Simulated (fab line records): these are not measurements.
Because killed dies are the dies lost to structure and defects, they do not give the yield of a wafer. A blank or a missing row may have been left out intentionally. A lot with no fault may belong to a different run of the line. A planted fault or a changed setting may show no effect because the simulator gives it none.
Which of the tools did it? + flow n5Finfet + Sampling: 9 lots, 26 wafers, 6 of 1938 route steps

== WHAT EACH GAUGE READ, for each wafer ==
N5_BEOL_M0_SAQP_OVL_MEAS_41.
| lot  | measured     | on         | M0_CUT1_OVL (nm) |
|------|--------------|------------|------------------|
| L501 | day 5 18:37  | overlay-01 | 0.0 -0.9         |
| L504 | day 6 12:52  | overlay-01 | 0.8 0.1 0.1      |
| L506 | day 7 06:03  | overlay-01 | 0.0 0.4 -1.4     |
| L505 | day 7 12:04  | overlay-01 | -1.5 -0.6 -1.9   |
| L508 | day 7 12:42  | overlay-01 | 0.2 -1.2 -0.4    |
| L519 | day 10 07:13 | overlay-02 | 0.2 1.7 -0.2     |
| L521 | day 11 00:30 | overlay-01 | -1.4 -0.2 0.5    |
| L522 | day 11 01:00 | overlay-02 | -0.8 -0.8 -0.1   |
| L523 | day 11 08:44 | overlay-01 | 0.9 1.1 1.3      |

N5_BEOL_M0_CUTY_OVL_MEAS_58.
| lot  | measured     | on         | M0_ABLK_OVL (nm) |
|------|--------------|------------|------------------|
| L501 | day 5 20:11  | overlay-01 | -0.1 -0.2        |
| L504 | day 6 14:23  | overlay-02 | 0.4 0.4 1.4      |
| L506 | day 7 07:36  | overlay-02 | 0.5 0.9 0.9      |
| L505 | day 7 13:35  | overlay-02 | -0.3 -0.1 0.1    |
| L508 | day 7 14:10  | overlay-02 | -0.7 -0.9 -0.6   |
| L519 | day 10 08:38 | overlay-02 | -0.2 0.9 0.0     |
| L521 | day 11 01:56 | overlay-01 | 1.4 0.4 -0.3     |
| L522 | day 11 02:25 | overlay-01 | -0.6 -0.4 -0.9   |
| L523 | day 11 10:09 | overlay-01 | -0.3 0.9 0.3     |

N5_BEOL_M4_RC_MEAS_101.
| lot  | measured     | on        | DIBL_N (mV/V)  | DIBL_P (mV/V) | IOFF_N (nA/um) | IOFF_P (nA/um) | ION_N (uA/um) | ION_P (uA/um) | SS_N (mV/dec)  | SS_P (mV/dec)  | VT_N (mV)   | VT_P (mV)      |
|------|--------------|-----------|----------------|---------------|----------------|----------------|---------------|---------------|----------------|----------------|-------------|----------------|
| L501 | day 12 07:51 | prober-01 | 33.3 34.5      | 35 36         | 0.12 0.13      | 0.19 0.23      | 655 664       | 460 464       | 70.6 70.5      | 73.0 72.7      | 254 249     | -250 -244      |
| L504 | day 12 16:52 | prober-02 | 35.8 34.3 34.7 | 36 34 35      | 0.15 0.13 0.14 | 0.20 0.17 0.19 | 674 669 677   | 458 461 460   | 71.7 71.1 70.5 | 72.9 72.6 72.1 | 249 249 249 | -251 -252 -251 |
| L506 | day 12 13:42 | prober-02 | 35.9 31.9 35.3 | 36 31 34      | 0.16 0.10 0.16 | 0.18 0.13 0.17 | 671 663 670   | 449 451 453   | 71.5 69.7 70.8 | 74.0 72.0 72.7 | 248 252 246 | -250 -256 -255 |
| L505 | day 13 01:20 | prober-02 | 37.0 38.4 36.7 | 38 39 37      | 0.19 0.20 0.19 | 0.25 0.25 0.23 | 671 679 683   | 455 465 464   | 72.0 72.7 72.6 | 73.9 74.4 73.6 | 246 249 250 | -247 -249 -249 |
| L508 | day 12 22:52 | prober-02 | 34.9 36.0 34.8 | 34 36 33      | 0.12 0.14 0.12 | 0.15 0.19 0.15 | 652 668 645   | 444 456 439   | 70.7 71.9 70.9 | 71.9 73.5 72.9 | 253 251 254 | -255 -255 -257 |
| L519 | day 17 04:29 | prober-01 | 35.1 36.6 35.3 | 37 38 37      | 0.15 0.19 0.15 | 0.23 0.23 0.21 | 659 682 665   | 460 457 454   | 71.3 72.4 71.9 | 73.8 73.2 73.4 | 250 248 252 | -250 -250 -250 |
| L521 | day 17 04:50 | prober-02 | 40.9 40.3 39.2 | 44 43 41      | 0.28 0.30 0.26 | 0.38 0.36 0.31 | 686 695 685   | 469 472 464   | 73.0 72.4 72.8 | 75.4 74.8 75.0 | 241 239 243 | -241 -240 -243 |
| L522 | day 16 04:26 | prober-02 | 39.9 36.0 35.4 | 39 34 33      | 0.22 0.14 0.13 | 0.24 0.17 0.17 | 707 661 670   | 474 450 460   | 72.3 70.8 70.4 | 74.2 73.0 72.0 | 244 250 251 | -250 -252 -248 |
| L523 | day 17 10:15 | prober-01 | 37.5 40.1 37.4 | 39 42 38      | 0.20 0.24 0.19 | 0.25 0.29 0.24 | 683 679 681   | 463 461 466   | 72.7 72.7 72.0 | 73.3 74.2 73.7 | 246 246 247 | -248 -248 -247 |

== TOOL THAT RAN EACH LOT (tool first, then ch and the chambers of the sampled wafers, then the start) ==
| lot  | N5_BEOL_M0_SAQP_ETCH_49           | N5_BEOL_M0_CUTY_COAT_50          | N5_BEOL_M0_CUTY_ETCH_62           |
|------|-----------------------------------|----------------------------------|-----------------------------------|
| L501 | rieDiel-02 ch 0,3, day 5 19:40    | lithoTrack-04 ch 0, day 5 19:48  | rieDiel-03 ch 0,3, day 5 20:59    |
| L504 | rieDiel-05 ch 0,2,3, day 6 13:50  | lithoTrack-05 ch 0, day 6 13:58  | rieDiel-03 ch 0,3, day 6 14:32    |
| L506 | rieDiel-05 ch 0,3, day 7 07:04    | lithoTrack-05 ch 0, day 7 07:13  | rieDiel-03 ch 0,2,3, day 7 07:41  |
| L505 | rieDiel-05 ch 1,2,3, day 7 13:03  | lithoTrack-05 ch 0, day 7 13:12  | rieDiel-04 ch 0,2,3, day 7 13:41  |
| L508 | rieDiel-02 ch 0,1,3, day 7 13:39  | lithoTrack-05 ch 0, day 7 13:47  | rieDiel-04 ch 2,3, day 7 14:25    |
| L519 | rieDiel-06 ch 1,2,3, day 10 08:07 | lithoTrack-03 ch 0, day 10 08:16 | rieDiel-03 ch 0,1,2, day 10 08:44 |
| L521 | rieDiel-02 ch 1,2, day 11 01:24   | lithoTrack-04 ch 0, day 11 01:33 | rieDiel-01 ch 0,1,3, day 11 02:01 |
| L522 | rieDiel-02 ch 1,2,3, day 11 01:54 | lithoTrack-03 ch 0, day 11 02:02 | rieDiel-01 ch 2,3, day 11 02:31   |
| L523 | rieDiel-06 ch 0,2,3, day 11 09:37 | lithoTrack-05 ch 0, day 11 09:46 | rieDiel-03 ch 1,2,3, day 11 10:23 |
- N5_BEOL_M0_SAQP_ETCH_49: etches SiO2 in CF4/O2, target depth 37 nm.
- N5_BEOL_M0_CUTY_COAT_50: time 60 s, resist thk 15 nm.
- N5_BEOL_M0_CUTY_ETCH_62: etches SiARC in CF4, time 58.5 s.

== WHAT THE TOOLS THEMSELVES READ (means of the sampled wafers that have a number; where no wafer has one, the mark that the record gives instead) ==
N5_BEOL_M0_SAQP_ETCH_49.
| lot  | tool       | drypumpMotorCurrentA (A) | oesProductAu (a.u.) | rfVppV (V) | showerheadPlenumPTorr (Torr) | throttleValvePct (%) |
|------|------------|--------------------------|---------------------|------------|------------------------------|----------------------|
| L501 | rieDiel-02 | 5.2                      | 0.79                | 252        | 2.12                         | 16.11                |
| L504 | rieDiel-05 | 5.6                      | 0.77                | 242        | 2.18                         | 15.81                |
| L506 | rieDiel-05 | 5.2                      | 0.73                | 248        | 2.12                         | 15.88                |
| L505 | rieDiel-05 | 5.8                      | 0.75                | 239        | 2.24                         | 15.84                |
| L508 | rieDiel-02 | 5.6                      | 0.79                | 252        | 2.18                         | 16.01                |
| L519 | rieDiel-06 | 5.8                      | 0.82                | 243        | 2.25                         | 15.72                |
| L521 | rieDiel-02 | 5.5                      | 0.74                | 243        | 2.28                         | 15.88                |
| L522 | rieDiel-02 | 5.7                      | 0.78                | 251        | 2.24                         | 15.93                |
| L523 | rieDiel-06 | 5.8                      | 0.80                | 243        | 2.21                         | 15.88                |

N5_BEOL_M0_CUTY_COAT_50.
| lot  | tool          | spinSpeedRpm (rpm) |
|------|---------------|--------------------|
| L501 | lithoTrack-04 | 1500.5             |
| L504 | lithoTrack-05 | 1499.3             |
| L506 | lithoTrack-05 | 1500.9             |
| L505 | lithoTrack-05 | 709.3              |
| L508 | lithoTrack-05 | 710.2              |
| L519 | lithoTrack-03 | 1499.4             |
| L521 | lithoTrack-04 | 1500.1             |
| L522 | lithoTrack-03 | 1499.4             |
| L523 | lithoTrack-05 | 1500.9             |

N5_BEOL_M0_CUTY_ETCH_62.
| lot  | tool       | drypumpMotorCurrentA (A) | etchRfOnTimeS (s) | oesProductAu (a.u.) | rfVppV (V) | showerheadPlenumPTorr (Torr) | throttleValvePct (%) |
|------|------------|--------------------------|-------------------|---------------------|------------|------------------------------|----------------------|
| L501 | rieDiel-03 | 5.61                     | 58.9              | 0.66                | 183.6      | 2.09                         | 15.56                |
| L504 | rieDiel-03 | 5.61                     | 59.2              | 0.66                | 182.9      | 2.09                         | 15.54                |
| L506 | rieDiel-03 | 5.70                     | 58.6              | 0.65                | 184.0      | 2.14                         | 15.60                |
| L505 | rieDiel-04 | 5.50                     | 47.1              | 0.69                | 185.7      | 2.17                         | 15.74                |
| L508 | rieDiel-04 | 5.35                     | 48.3              | 0.61                | 184.9      | 2.20                         | 15.79                |
| L519 | rieDiel-03 | 5.75                     | 58.0              | 0.63                | 184.3      | 2.13                         | 15.69                |
| L521 | rieDiel-01 | 5.72                     | 58.9              | 0.72                | 185.0      | 2.15                         | 15.50                |
| L522 | rieDiel-01 | 5.77                     | 61.4              | 0.73                | 183.6      | 2.12                         | 15.51                |
| L523 | rieDiel-03 | 5.80                     | 59.8              | 0.64                | 183.9      | 2.11                         | 15.68                |

== THE ANSWER, worked out from the rows above alone ==
Rule: what is usual is taken from the lots themselves. The widest of any qualifying gaps counts: lots, ordered by their means at a reading, are off when they make up no more than a third of the lots, leave a main group of 4 or more, and stand apart from it by 3 or more times the standard deviation of that group's means. A main group whose means are all the same, to the digits that the tables above print for the reading, isn't used. Also off: a lot with no number at a reading for which 4 or more lots have one. The other lots that the step has rows for count as sound. The gauges are gone through in route order, then the tools' own readings, and for those a lot's mean is taken as printed above. The first step at which some lot is off is used, and at that step the reading that is off furthest; a lot without a number counts as furthest.
Off at N5_BEOL_M0_CUTY_COAT_50 (spinSpeedRpm): L505, L508. For the main group the mean is 1500.1 rpm and the standard deviation 0.66.
A tool fits if, at that step or a process step before it, it ran every lot that is off, and no sound lot after the first of them. Of those tried, none fits.

== WHAT THE SIMULATOR HAD INSERTED ==
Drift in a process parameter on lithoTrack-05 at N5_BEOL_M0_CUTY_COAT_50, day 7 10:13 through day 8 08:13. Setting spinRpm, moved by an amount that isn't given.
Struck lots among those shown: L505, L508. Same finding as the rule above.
